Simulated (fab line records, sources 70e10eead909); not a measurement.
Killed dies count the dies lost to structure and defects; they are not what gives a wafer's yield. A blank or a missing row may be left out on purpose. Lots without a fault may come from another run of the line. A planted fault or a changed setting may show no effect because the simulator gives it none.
Struck lot and sound lot, side by side ; flow nand-harc ; 13 steps out of a route of 1302
Sound: wafers L995.1, L995.4, L995.5. Wafers struck: L107.1, L107.2, L107.3. Last of all comes the cause.
Each step with rows lists, per side, the tool, then ch with its chambers, then its first start. Under that, the readings that differ: sound wafers ; struck wafers ; difference of the means ; sigmas: that difference in standard deviations of wafers without a fault.
alike: readings with means less than 2 such deviations apart, plus words and numbers identical on both sides. not compared: withheld readings, readings lacking a value on some wafer, bounds such as >300 that could conceal the same value, and numbers that have no deviation in the record and whose values overlap.
The two part at a step that has a row with sigmas, a row that says differs or no value, or rows on one side only. Numbers that don't overlap but have no deviation are shown without sigmas and don't part them. A reading missing from all wafers of one side parts the sides only when that side holds two or more wafers.

NHARC_A_STAIRCASE_ETCH_170: etches the open film in C4F6/O2, target depth 200 nm, time 66.667 s.
  sound: rie-diel-02 ch 1,2,3; struck: rie-diel-05 ch 0,1,3
  alike: drypump-motor-current-A, oes-product-au, rf-vpp-V, showerhead-plenum-p-Torr, throttle-valve-pct
  not compared: rf-hours-counter-h
NHARC_A_STAIRCASE_STRIP_171: strips in O2.
  sound on plasma-asher-02 ch 1, day 15 21:37; struck on plasma-asher-02 ch 0,1, day 21 00:41
  alike: drypump-motor-current-A, heater-power-w
  not compared: rf-hours-counter-h
then, 10 steps without rows for these wafers: NHARC_A_STAIRCASE_STRIP_172 (strips in SPM, time 900 s); NHARC_A_STAIRCASE_PRECLEAN_173 (cleans in SC1); NHARC_A_STAIRCASE_SRD_174; NHARC_A_STAIRCASE_DEHYDRATE_01 (time 120 s); NHARC_A_STAIRCASE_HMDS_02 (time 30 s); NHARC_A_STAIRCASE_COAT_03; NHARC_A_STAIRCASE_SOFTBAKE_04 (time 170 s); NHARC_A_STAIRCASE_EBR_05; NHARC_A_STAIRCASE_EXPOSE_06 (exposes mask STAIR); NHARC_A_STAIRCASE_PEB_07 (peb time 130 s).
NHARC_A_STAIRCASE_DEVELOP_08: time 140 s.
  sound on litho-track-05 ch 0, day 15 22:00; struck on litho-track-05, day 21 01:00
  no value came back on the struck wafers for chill-plate-temp-C (C), exhaust-pa (Pa), resist-line-temp-C (C); on the sound wafers chill-plate-temp-C (C) reads 23.06 23.17 22.94

WHERE THEY PART
At NHARC_A_STAIRCASE_DEVELOP_08 and nowhere else, as far as this record goes.

WHY: what the simulator had put in
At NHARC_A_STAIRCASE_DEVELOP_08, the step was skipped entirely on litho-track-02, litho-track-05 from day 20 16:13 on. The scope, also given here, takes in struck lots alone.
